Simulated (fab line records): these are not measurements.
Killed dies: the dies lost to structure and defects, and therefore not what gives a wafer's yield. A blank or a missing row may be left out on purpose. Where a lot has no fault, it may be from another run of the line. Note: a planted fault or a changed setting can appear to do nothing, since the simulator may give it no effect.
Struck lot and sound lot, side by side    flow nand_harc    15 out of 1159 route steps
Sound: the wafers L618.1, L618.2, L618.6. Struck: wafers L619.1, L619.4. At the end, the cause is stated.
Per side, at each step with rows, come the tool, then ch with its chambers, and then its first start. Under that, the readings that differ: sound wafers    struck wafers    difference of the means    sigmas: that difference in standard deviations of wafers without a fault.
alike: readings whose means differ by less than 2 such deviations, and words and numbers that are the same on both sides. not compared: withheld readings, readings that some wafer has no value for, bounds like >300 that may hide the same value, and numbers for which the record gives no deviation and whose values overlap.
A row with sigmas, a row that says differs or no value, or rows on one side alone: a step with any of these is where the two part. When numbers do not overlap yet have no deviation, they are printed without sigmas and do not part them. A reading that every wafer of one side lacks parts them only if that side has two wafers or more.

first, 5 steps without rows for these wafers: NHARC_A_CONTACT_SOFTBAKE_37 (time 55 s); NHARC_A_CONTACT_EBR_38; NHARC_A_CONTACT_EXPOSE_39 (exposes mask A CC 3); NHARC_A_CONTACT_PEB_40 (peb time 65 s); NHARC_A_CONTACT_DEVELOP_41 (develop time 35 s).
NHARC_A_CONTACT_CD_MEAS_42: the cd target is 200 nm.
  sound on cd_sem-01 ch 0, day 17 12:26; struck on cd_sem-02 ch 0, day 18 14:23
reading     sound              struck       difference  sigmas
cd_nm (nm)  198.4 199.7 198.9  199.9 201.5  +1.7        +2
NHARC_A_CONTACT_OVL_MEAS_43:
  sound: overlay-01 at day 17 12:31; struck: overlay-02 at day 18 14:29
  alike: overlay_x_nm, overlay_y_nm
NHARC_A_CONTACT_INSPECT_44:
  sound: defect_inspect-02 at day 17 12:33; struck: defect_inspect-02 at day 18 14:31
  alike: raw_defect_count
NHARC_A_CONTACT_DESCUM_47: chemistry O2, time 3 s.
  sound on rie_diel-13 ch 0,2,3, day 17 12:38; struck on rie_diel-10 ch 2,3, day 18 14:35
  alike: chamber_pressure_mTorr, drypump_motor_current_A, o2_flow_sccm, oes_product_au, rf_vpp_V, showerhead_plenum_p_Torr, throttle_valve_pct
  not compared: rf_hours_counter_h
NHARC_A_CONTACT_ETCH_48: etches the open film in CF4, target depth 39 nm, time 65 s.
  sound on rie_diel-13 ch 0,1,3, day 17 12:44; struck on rie_diel-10 ch 2,3, day 18 14:40
  alike: chamber_pressure_mTorr, drypump_motor_current_A, oes_product_au, rf_vpp_V, run_length_s, showerhead_plenum_p_Torr, throttle_valve_pct
  not compared: rf_hours_counter_h
NHARC_A_CONTACT_ETCH_49: etches the open film in N2/H2, target depth 260 nm, time 475.3 s.
  sound on rie_diel-13 ch 2,3; struck on rie_diel-10 ch 0,2
reading                      sound              struck       difference  sigmas
drypump_motor_current_A (A)  5.4 5.0 4.9        6.3 5.6      +0.8        +2
run_length_s (s)             496.8 497.4 497.3  495.8 496.4  -1.1        -2
  alike: chamber_pressure_mTorr, oes_product_au, rf_vpp_V, showerhead_plenum_p_Torr, throttle_valve_pct
  not compared: rf_hours_counter_h
NHARC_A_CONTACT_ETCH_50: etches the open film in CF4/CHF3, target depth 84.7 nm, time 42.4 s.
  sound on rie_diel-13 ch 1,2; struck on rie_diel-10 ch 0,2
reading                sound              struck       difference  sigmas
oes_product_au (a.u.)  0.903 0.899 0.912  0.970 0.980  +0.070      +3
  alike: chamber_pressure_mTorr, drypump_motor_current_A, rf_vpp_V, run_length_s, showerhead_plenum_p_Torr, throttle_valve_pct
  not compared: rf_hours_counter_h
NHARC_A_CONTACT_ETCH_51: etches the open film in O2/COS, target depth 3600 nm, time 936 s.
  sound on rie_diel-13 ch 0,1,3, day 17 13:28; struck on rie_diel-10 ch 1,2, day 18 15:11
reading           sound              struck       difference  sigmas
run_length_s (s)  957.2 957.9 957.6  691.8 691.9  -265.7      -99 or more
  alike: chamber_pressure_mTorr, drypump_motor_current_A, o2_flow_sccm, oes_product_au, rf_vpp_V, showerhead_plenum_p_Torr, throttle_valve_pct
  not compared: rf_hours_counter_h
NHARC_A_CONTACT_ETCH_111: etches the open film in C4F8/O2/Ar, time 140 s, target depth 700 nm.
  sound on har_cap_etch-02 ch 0,1, day 17 13:59; struck on har_cap_etch-03 ch 0,1, day 18 15:52
  alike: chamber_pressure_mTorr, run_length_s
  not compared: rf_hours_counter_h
-- break in the record here, with 3 days between the starts of the struck wafers on either side (left off in module A_CONTACT, picked up again in module END, where the first step shown is number 1159 on the route) --
NHARC_END_SORT_01:
  at this point the record logs the struck wafers (prober-02 ch 0, day 21 13:27) and has no rows for the sound ones

WHERE THEY PART
Last at NHARC_END_SORT_01 as far as this record goes, first at NHARC_A_CONTACT_CD_MEAS_42.

WHY: the cause the simulator had injected
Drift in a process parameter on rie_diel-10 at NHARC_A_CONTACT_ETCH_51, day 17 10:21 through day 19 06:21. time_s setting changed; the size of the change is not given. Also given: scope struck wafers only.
